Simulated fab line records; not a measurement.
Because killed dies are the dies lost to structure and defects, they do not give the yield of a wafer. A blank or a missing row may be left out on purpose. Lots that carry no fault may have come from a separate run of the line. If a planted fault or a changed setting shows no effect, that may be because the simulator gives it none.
Which tool was responsible? / flow n5-finfet / 24 lots, 72 wafers sampled, at 3 steps of a route of 1938

## WHAT EACH GAUGE READ, for each wafer
N5_BEOL_M10_CD_MEAS_18: pitch 140 nm, target cd 70 nm.
lot=L074; measured=day 10 07:35; on=cd-sem-02; cd-nm (nm)=69.4 68.9 68.8
lot=L075; measured=day 10 10:29; on=cd-sem-01; cd-nm (nm)=70.5 70.6 72.0
lot=L076; measured=day 10 10:41; on=cd-sem-03; cd-nm (nm)=68.8 69.8 68.7
lot=L078; measured=day 10 18:07; on=cd-sem-02; cd-nm (nm)=70.7 69.6 69.7
lot=L077; measured=day 10 19:41; on=cd-sem-01; cd-nm (nm)=70.6 69.8 69.6
lot=L079; measured=day 11 03:13; on=cd-sem-03; cd-nm (nm)=70.1 70.3 69.7
lot=L081; measured=day 11 10:40; on=cd-sem-03; cd-nm (nm)=69.4 70.9 70.1
lot=L080; measured=day 11 13:00; on=cd-sem-02; cd-nm (nm)=69.7 69.0 69.7
lot=L083; measured=day 11 16:29; on=cd-sem-02; cd-nm (nm)=70.1 68.5 68.7
lot=L082; measured=day 12 06:04; on=cd-sem-03; cd-nm (nm)=69.2 67.3 67.5
lot=L084; measured=day 12 06:14; on=cd-sem-01; cd-nm (nm)=69.2 69.6 68.6
lot=L085; measured=day 12 12:50; on=cd-sem-03; cd-nm (nm)=70.5 69.0 69.2
lot=L086; measured=day 12 21:59; on=cd-sem-03; cd-nm (nm)=70.4 70.7 70.3
lot=L087; measured=day 12 22:35; on=cd-sem-03; cd-nm (nm)=70.3 69.5 70.9
lot=L088; measured=day 13 20:50; on=cd-sem-02; cd-nm (nm)=68.0 66.5 68.6
lot=L090; measured=day 13 20:58; on=cd-sem-02; cd-nm (nm)=69.9 69.1 70.0
lot=L089; measured=day 13 21:15; on=cd-sem-01; cd-nm (nm)=69.5 69.9 69.8
lot=L091; measured=day 14 18:22; on=cd-sem-01; cd-nm (nm)=68.7 68.3 69.3
lot=L093; measured=day 14 21:02; on=cd-sem-03; cd-nm (nm)=70.6 69.4 70.3
lot=L094; measured=day 14 22:53; on=cd-sem-03; cd-nm (nm)=67.1 69.2 68.2
lot=L095; measured=day 15 03:42; on=cd-sem-03; cd-nm (nm)=69.8 70.0 68.7
lot=L092; measured=day 15 03:00; on=cd-sem-01; cd-nm (nm)=68.7 67.9 68.2
lot=L096; measured=day 15 19:45; on=cd-sem-02; cd-nm (nm)=68.9 69.5 68.0
lot=L097; measured=day 16 05:35; on=cd-sem-01; cd-nm (nm)=70.7 69.2 69.3

## TOOL THAT RAN EACH LOT (tool first, then ch and the chambers of the sampled wafers, then the start)
lot=L074; N5_BEOL_M9_CMP_52=cmp-02 ch 0,1,2, day 10 05:11; N5_BEOL_M10_CURE_71=uv-cure-03 ch 1, day 10 05:49
lot=L075; N5_BEOL_M9_CMP_52=cmp-01 ch 0,1,2, day 10 05:38; N5_BEOL_M10_CURE_71=uv-cure-02 ch 2, day 10 06:19
lot=L076; N5_BEOL_M9_CMP_52=cmp-01 ch 0,2, day 10 06:23; N5_BEOL_M10_CURE_71=uv-cure-03 ch 2, day 10 06:59
lot=L078; N5_BEOL_M9_CMP_52=cmp-02 ch 0,1,2, day 10 15:09; N5_BEOL_M10_CURE_71=uv-cure-03 ch 0, day 10 15:57
lot=L077; N5_BEOL_M9_CMP_52=cmp-02 ch 0,1, day 10 16:16; N5_BEOL_M10_CURE_71=uv-cure-03 ch 0, day 10 16:59
lot=L079; N5_BEOL_M9_CMP_52=cmp-03 ch 0,3, day 11 00:30; N5_BEOL_M10_CURE_71=uv-cure-02 ch 2, day 11 01:17
lot=L081; N5_BEOL_M9_CMP_52=cmp-01 ch 0,1, day 11 08:04; N5_BEOL_M10_CURE_71=uv-cure-03 ch 0, day 11 08:37
lot=L080; N5_BEOL_M9_CMP_52=cmp-01 ch 0,1,2, day 11 08:19; N5_BEOL_M10_CURE_71=uv-cure-02 ch 1, day 11 09:00
lot=L083; N5_BEOL_M9_CMP_52=cmp-01 ch 0,1,3, day 11 13:51; N5_BEOL_M10_CURE_71=uv-cure-03 ch 0, day 11 14:35
lot=L082; N5_BEOL_M9_CMP_52=cmp-01 ch 1,2,3, day 12 01:40; N5_BEOL_M10_CURE_71=uv-cure-03 ch 1, day 12 02:14
lot=L084; N5_BEOL_M9_CMP_52=cmp-02 ch 0,1,2, day 12 02:02; N5_BEOL_M10_CURE_71=uv-cure-02 ch 2, day 12 02:46
lot=L085; N5_BEOL_M9_CMP_52=cmp-03 ch 0,2,3, day 12 10:05; N5_BEOL_M10_CURE_71=uv-cure-03 ch 2, day 12 10:40
lot=L086; N5_BEOL_M9_CMP_52=cmp-01 ch 0,3, day 12 18:17; N5_BEOL_M10_CURE_71=uv-cure-03 ch 0, day 12 18:55
lot=L087; N5_BEOL_M9_CMP_52=cmp-03 ch 0,1,2, day 12 19:38; N5_BEOL_M10_CURE_71=uv-cure-03 ch 1, day 12 20:26
lot=L088; N5_BEOL_M9_CMP_52=cmp-03 ch 0,1,3, day 13 17:45; N5_BEOL_M10_CURE_71=uv-cure-03 ch 0, day 13 18:17
lot=L090; N5_BEOL_M9_CMP_52=cmp-03 ch 1,2,3, day 13 18:05; N5_BEOL_M10_CURE_71=uv-cure-01 ch 0, day 13 18:34
lot=L089; N5_BEOL_M9_CMP_52=cmp-01 ch 0,3, day 13 19:06; N5_BEOL_M10_CURE_71=uv-cure-03 ch 2, day 13 19:45
lot=L091; N5_BEOL_M9_CMP_52=cmp-03 ch 0,2,3, day 14 16:07; N5_BEOL_M10_CURE_71=uv-cure-03 ch 1, day 14 16:47
lot=L093; N5_BEOL_M9_CMP_52=cmp-02 ch 0,1,2, day 14 17:04; N5_BEOL_M10_CURE_71=uv-cure-03 ch 0, day 14 17:38
lot=L094; N5_BEOL_M9_CMP_52=cmp-02 ch 1,2, day 14 20:44; N5_BEOL_M10_CURE_71=uv-cure-01 ch 1, day 14 21:26
lot=L095; N5_BEOL_M9_CMP_52=cmp-02 ch 0,2,3, day 15 00:22; N5_BEOL_M10_CURE_71=uv-cure-02 ch 1, day 15 01:17
lot=L092; N5_BEOL_M9_CMP_52=cmp-01 ch 0,1,3, day 15 00:29; N5_BEOL_M10_CURE_71=uv-cure-01 ch 0, day 15 01:14
lot=L096; N5_BEOL_M9_CMP_52=cmp-02 ch 0,1,3, day 15 16:59; N5_BEOL_M10_CURE_71=uv-cure-02 ch 0, day 15 17:47
lot=L097; N5_BEOL_M9_CMP_52=cmp-03 ch 0,3, day 16 01:40; N5_BEOL_M10_CURE_71=uv-cure-02 ch 1, day 16 02:16
- N5_BEOL_M9_CMP_52: polishes, stops on SiCOH lowk, t overpolish 7 s, target thk 140 nm.
- N5_BEOL_M10_CURE_71: cures SiCOH lowk, time 240 s.

## AS READ BY THE TOOLS THEMSELVES (means over the sampled wafers that have a number; for cases with no such wafer, the mark the record gives instead)
N5_BEOL_M9_CMP_52.
lot=L074; tool=cmp-02; barrier-field-endpoint-s (s)=29.0; edge-zone-pressure-frac=1.000; motor-current-A (A)=5.8; overpolish-run-s (s)=7.008; slurry-filter-dp-kPa (kPa)=13.51; time-to-endpoint-s (s)=67
lot=L075; tool=cmp-01; barrier-field-endpoint-s (s)=29.1; edge-zone-pressure-frac=1.002; motor-current-A (A)=5.8; overpolish-run-s (s)=7.007; slurry-filter-dp-kPa (kPa)=13.60; time-to-endpoint-s (s)=65
lot=L076; tool=cmp-01; barrier-field-endpoint-s (s)=27.4; edge-zone-pressure-frac=1.004; motor-current-A (A)=5.6; overpolish-run-s (s)=6.997; slurry-filter-dp-kPa (kPa)=13.34; time-to-endpoint-s (s)=61
lot=L078; tool=cmp-02; barrier-field-endpoint-s (s)=29.7; edge-zone-pressure-frac=1.004; motor-current-A (A)=5.6; overpolish-run-s (s)=6.992; slurry-filter-dp-kPa (kPa)=13.47; time-to-endpoint-s (s)=67
lot=L077; tool=cmp-02; barrier-field-endpoint-s (s)=29.7; edge-zone-pressure-frac=0.999; motor-current-A (A)=5.7; overpolish-run-s (s)=7.001; slurry-filter-dp-kPa (kPa)=13.67; time-to-endpoint-s (s)=69
lot=L079; tool=cmp-03; barrier-field-endpoint-s (s)=28.8; edge-zone-pressure-frac=0.996; motor-current-A (A)=6.4; overpolish-run-s (s)=6.994; slurry-filter-dp-kPa (kPa)=13.37; time-to-endpoint-s (s)=61
lot=L081; tool=cmp-01; barrier-field-endpoint-s (s)=28.1; edge-zone-pressure-frac=1.002; motor-current-A (A)=5.3; overpolish-run-s (s)=6.997; slurry-filter-dp-kPa (kPa)=13.33; time-to-endpoint-s (s)=63
lot=L080; tool=cmp-01; barrier-field-endpoint-s (s)=28.7; edge-zone-pressure-frac=1.002; motor-current-A (A)=5.6; overpolish-run-s (s)=7.005; slurry-filter-dp-kPa (kPa)=13.38; time-to-endpoint-s (s)=62
lot=L083; tool=cmp-01; barrier-field-endpoint-s (s)=28.6; edge-zone-pressure-frac=0.999; motor-current-A (A)=5.6; overpolish-run-s (s)=7.000; slurry-filter-dp-kPa (kPa)=13.42; time-to-endpoint-s (s)=64
lot=L082; tool=cmp-01; barrier-field-endpoint-s (s)=28.1; edge-zone-pressure-frac=1.001; motor-current-A (A)=6.0; overpolish-run-s (s)=7.014; slurry-filter-dp-kPa (kPa)=13.61; time-to-endpoint-s (s)=61
lot=L084; tool=cmp-02; barrier-field-endpoint-s (s)=29.0; edge-zone-pressure-frac=0.999; motor-current-A (A)=5.6; overpolish-run-s (s)=6.996; slurry-filter-dp-kPa (kPa)=13.58; time-to-endpoint-s (s)=68
lot=L085; tool=cmp-03; barrier-field-endpoint-s (s)=28.4; edge-zone-pressure-frac=0.998; motor-current-A (A)=6.2; overpolish-run-s (s)=6.991; slurry-filter-dp-kPa (kPa)=13.51; time-to-endpoint-s (s)=63
lot=L086; tool=cmp-01; barrier-field-endpoint-s (s)=28.4; edge-zone-pressure-frac=1.000; motor-current-A (A)=5.0; overpolish-run-s (s)=6.993; slurry-filter-dp-kPa (kPa)=13.53; time-to-endpoint-s (s)=63
lot=L087; tool=cmp-03; barrier-field-endpoint-s (s)=28.9; edge-zone-pressure-frac=0.994; motor-current-A (A)=6.3; overpolish-run-s (s)=7.009; slurry-filter-dp-kPa (kPa)=13.44; time-to-endpoint-s (s)=67
lot=L088; tool=cmp-03; barrier-field-endpoint-s (s)=28.9; edge-zone-pressure-frac=0.997; motor-current-A (A)=6.2; overpolish-run-s (s)=7.001; slurry-filter-dp-kPa (kPa)=13.48; time-to-endpoint-s (s)=65
lot=L090; tool=cmp-03; barrier-field-endpoint-s (s)=29.6; edge-zone-pressure-frac=1.000; motor-current-A (A)=5.9; overpolish-run-s (s)=7.005; slurry-filter-dp-kPa (kPa)=13.45; time-to-endpoint-s (s)=68
lot=L089; tool=cmp-01; barrier-field-endpoint-s (s)=27.8; edge-zone-pressure-frac=1.000; motor-current-A (A)=4.9; overpolish-run-s (s)=6.996; slurry-filter-dp-kPa (kPa)=13.45; time-to-endpoint-s (s)=64
lot=L091; tool=cmp-03; barrier-field-endpoint-s (s)=28.4; edge-zone-pressure-frac=0.998; motor-current-A (A)=6.2; overpolish-run-s (s)=6.989; slurry-filter-dp-kPa (kPa)=13.59; time-to-endpoint-s (s)=64
lot=L093; tool=cmp-02; barrier-field-endpoint-s (s)=28.3; edge-zone-pressure-frac=1.000; motor-current-A (A)=5.6; overpolish-run-s (s)=6.993; slurry-filter-dp-kPa (kPa)=13.59; time-to-endpoint-s (s)=63
lot=L094; tool=cmp-02; barrier-field-endpoint-s (s)=28.4; edge-zone-pressure-frac=0.999; motor-current-A (A)=5.3; overpolish-run-s (s)=6.995; slurry-filter-dp-kPa (kPa)=13.50; time-to-endpoint-s (s)=62
lot=L095; tool=cmp-02; barrier-field-endpoint-s (s)=28.0; edge-zone-pressure-frac=1.003; motor-current-A (A)=5.8; overpolish-run-s (s)=6.990; slurry-filter-dp-kPa (kPa)=13.46; time-to-endpoint-s (s)=61
lot=L092; tool=cmp-01; barrier-field-endpoint-s (s)=29.8; edge-zone-pressure-frac=0.994; motor-current-A (A)=5.5; overpolish-run-s (s)=7.001; slurry-filter-dp-kPa (kPa)=13.37; time-to-endpoint-s (s)=68
lot=L096; tool=cmp-02; barrier-field-endpoint-s (s)=28.9; edge-zone-pressure-frac=1.000; motor-current-A (A)=5.5; overpolish-run-s (s)=6.998; slurry-filter-dp-kPa (kPa)=13.46; time-to-endpoint-s (s)=69
lot=L097; tool=cmp-03; barrier-field-endpoint-s (s)=28.9; edge-zone-pressure-frac=0.999; motor-current-A (A)=6.2; overpolish-run-s (s)=6.998; slurry-filter-dp-kPa (kPa)=13.32; time-to-endpoint-s (s)=65

N5_BEOL_M10_CURE_71.
lot=L074; tool=uv-cure-03; lamp-power-pct (%)=52.30; wafer_temp_C_max=385.9
lot=L075; tool=uv-cure-02; lamp-power-pct (%)=52.32; wafer_temp_C_max=386.7
lot=L076; tool=uv-cure-03; lamp-power-pct (%)=52.36; wafer_temp_C_max=387.6
lot=L078; tool=uv-cure-03; lamp-power-pct (%)=52.28; wafer_temp_C_max=387.2
lot=L077; tool=uv-cure-03; lamp-power-pct (%)=52.32; wafer_temp_C_max=387.1
lot=L079; tool=uv-cure-02; lamp-power-pct (%)=52.35; wafer_temp_C_max=386.5
lot=L081; tool=uv-cure-03; lamp-power-pct (%)=52.33; wafer_temp_C_max=387.6
lot=L080; tool=uv-cure-02; lamp-power-pct (%)=52.28; wafer_temp_C_max=386.7
lot=L083; tool=uv-cure-03; lamp-power-pct (%)=52.35; wafer_temp_C_max=387.3
lot=L082; tool=uv-cure-03; lamp-power-pct (%)=52.34; wafer_temp_C_max=386.5
lot=L084; tool=uv-cure-02; lamp-power-pct (%)=52.32; wafer_temp_C_max=386.3
lot=L085; tool=uv-cure-03; lamp-power-pct (%)=52.35; wafer_temp_C_max=387.4
lot=L086; tool=uv-cure-03; lamp-power-pct (%)=52.30; wafer_temp_C_max=386.9
lot=L087; tool=uv-cure-03; lamp-power-pct (%)=52.32; wafer_temp_C_max=386.3
lot=L088; tool=uv-cure-03; lamp-power-pct (%)=52.28; wafer_temp_C_max=387.5
lot=L090; tool=uv-cure-01; lamp-power-pct (%)=52.35; wafer_temp_C_max=386.2
lot=L089; tool=uv-cure-03; lamp-power-pct (%)=52.29; wafer_temp_C_max=387.4
lot=L091; tool=uv-cure-03; lamp-power-pct (%)=52.34; wafer_temp_C_max=386.4
lot=L093; tool=uv-cure-03; lamp-power-pct (%)=52.30; wafer_temp_C_max=386.9
lot=L094; tool=uv-cure-01; lamp-power-pct (%)=52.31; wafer_temp_C_max=387.8
lot=L095; tool=uv-cure-02; lamp-power-pct (%)=52.31; wafer_temp_C_max=386.8
lot=L092; tool=uv-cure-01; lamp-power-pct (%)=52.34; wafer_temp_C_max=387.1
lot=L096; tool=uv-cure-02; lamp-power-pct (%)=52.31; wafer_temp_C_max=387.1
lot=L097; tool=uv-cure-02; lamp-power-pct (%)=52.29; wafer_temp_C_max=386.3

## THE ANSWER, worked out from the rows above alone
Rule: what is usual is taken from the lots themselves. Put in order of their means at a reading, lots are off if they are a third of the lots or fewer, leave a main group of 4 or more, and stand apart from it by a gap of 3 or more times the standard deviation of the main group's means; of several such gaps the widest counts. If all means in a main group match to the digits the tables above print for the reading, that group is not used. Also off: a lot with no number at a reading for which 4 or more lots have one. Any other lot the step has rows for is counted as sound. After the gauges, taken in route order, come the tools' own readings; for these a lot's mean is taken, as printed above. The first step at which some lot is off is used, and at that step the reading that is off furthest; a lot without a number counts as furthest.
None of the lots is off at any reading shown; this tells nothing.

## WHAT WAS PUT IN BY THE SIMULATOR
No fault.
